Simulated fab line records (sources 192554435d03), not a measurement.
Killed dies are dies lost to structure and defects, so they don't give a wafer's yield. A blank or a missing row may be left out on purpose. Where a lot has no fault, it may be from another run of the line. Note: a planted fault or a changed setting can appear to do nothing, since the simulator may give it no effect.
2 desks looking at one fault	flow n5Finfet	only its own numbers are on each desk; what lay behind them is given at the end

FROM THE METROLOGY DESK
What the gauges read, lot by lot, whatever tool the lot ran on: means of the sampled wafers that have a number. A lot is out of limits, marked OUT, if its mean lies more than 4 standard deviations from the usual mean; the brackets give that distance. It has 11 readings; the 7 that lie furthest out on some lot are the ones shown.
Columns: A = DIBL_N at N5_BEOL_M4_RC_MEAS_101, usual 36.0 mV/V; B = IOFF_N at N5_BEOL_M4_RC_MEAS_101, usual 0.154 nA/um; C = IOFF_P at N5_BEOL_M4_RC_MEAS_101, usual 0.21 nA/um; D = ION_P at N5_BEOL_M4_RC_MEAS_101, usual 463 uA/um; E = SS_N at N5_BEOL_M4_RC_MEAS_101, usual 71.4 mV/dec; F = VT_N at N5_BEOL_M4_RC_MEAS_101, usual 250.2 mV; G = VT_P at N5_BEOL_M4_RC_MEAS_101, usual -251 mV
lot	first seen here	A	B	C	D	E	F	G
L375	day 4 05:46	36.3	0.148	0.18	458	71.5	250.9	-254
L377	day 4 13:37	36.0	0.136	0.18	455	71.6	251.6	-254
L378	day 4 20:07	35.9	0.162	0.22	469	71.1	248.4	-249
L379	day 4 22:38	35.4	0.135	0.18	456	71.4	251.1	-252
L390	day 7 19:29	37.8	0.177	0.22	459	71.3	248.1	-250
L391	day 8 02:24	35.5	0.155	0.23	472	71.4	248.5	-247
L392	day 8 07:41	38.3	0.207	0.29	475	72.3	246.3	-245
Finding of this desk: none of the 7 lots has anything out of limits.

DESK OF THE TOOL OWNER: lithoTrack-02
The tool's own readings at N5_DUMMY_GATE_COAT_28 (time 60 s, resist thk 10 nm): means of the sampled wafers that have a number, for each lot that ran on this tool. A lot is out of limits, marked OUT, if its mean lies more than 4 standard deviations from the usual mean; the brackets give that distance.
Columns: A = plateTempC at N5_DUMMY_GATE_COAT_28, usual 205.02 C; B = spinSpeedRpm at N5_DUMMY_GATE_COAT_28, usual 1500.0 rpm
lot	first seen here	A	B
L375	day 4 11:04	205.00	1499.3
L377	day 4 17:40	204.98	1344.2 (-99 or more) OUT
L378	day 5 00:08	205.04	1345.2 (-99 or more) OUT
L379	day 5 02:41	204.97	1345.9 (-99 or more) OUT
L392	day 8 11:44	205.14	1500.1
Finding of this desk: L377, L378, L379 out of limits; the first was L377 at day 4 17:40, on spinSpeedRpm at N5_DUMMY_GATE_COAT_28. L375, L392: within limits.

PUT TOGETHER
The tool owner's desk had the chance to raise an alarm at day 4 17:40 on L377, L378, L379.
At the metrology desk, nothing out of limits was observed.
The metrology desk holds a record of L377, L378, L379, inside its limits.
All the named lots went through N5_DUMMY_GATE_COAT_28 on lithoTrack-02.

WHAT HAD BEEN PUT IN BY THE SIMULATOR
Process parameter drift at N5_DUMMY_GATE_COAT_28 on lithoTrack-02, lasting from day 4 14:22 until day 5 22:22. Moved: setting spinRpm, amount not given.
Lots struck among those shown: L377, L378, L379.
How many hours passed from the start of the fault until each desk's first out-of-limits reading: the tool owner's desk, 3.
